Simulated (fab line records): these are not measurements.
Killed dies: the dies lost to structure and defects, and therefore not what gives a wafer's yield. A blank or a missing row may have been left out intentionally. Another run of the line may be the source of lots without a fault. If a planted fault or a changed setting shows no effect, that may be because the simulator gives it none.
Matching of chambers    flow n5Finfet    4 sister chambers for N5_GATE_CUT_ETCH_19 on rieDiel-06
The step etches SiNx in CH3F/O2, target depth 53.7 nm, time 76.7 s. 4 wafers are shown with their chamber, then 10 later ones without.

EACH WAFER AND ITS CHAMBER
wafer   chamber  throttleValvePct (%)
L086.1  3        16.64
L086.2  1        15.90
L088.1  0        16.89
L088.3  2        16.76

WAFERS WITH NO CHAMBER GIVEN
wafer   throttleValvePct (%)
L088.4  15.91
L089.1  16.67
L089.3  15.92
L089.6  16.65
L094.1  16.67
L094.2  15.93
L094.5  16.41
L095.2  16.40
L095.3  16.66
L095.4  15.92

EACH ONE'S CHAMBER
wafer   from the rows above           in truth
L088.4  1                             1
L089.1  can't be placed: 3 or 2 or 0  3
L089.3  1                             1
L089.6  can't be placed: 3 or 2       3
L094.1  can't be placed: 3 or 2 or 0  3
L094.2  1                             1
L094.5  can't be placed: 3 or 2       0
L095.2  can't be placed: 3 or 2       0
L095.3  can't be placed: 3 or 2 or 0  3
L095.4  1                             1
Placed correctly: 4 of 10. Unplaceable from these rows: 6, with the true chamber sitting among the candidates in 4. Placed wrongly: 0.
How it was worked out, from the rows above alone: a wafer's distance from a chamber is the root of the sum, over the readings, of the square of ((its reading less the chamber's mean) divided by the reading's scatter). If the next closest chamber is less than 2 further off than the closest, the wafer can't be placed; otherwise it belongs to the closest. The mean given for a chamber averages the wafers shown for that chamber. The scatter (one wafer shown for each chamber): square how far every hidden wafer sits from the nearest shown wafer, average those squares and take the square root.
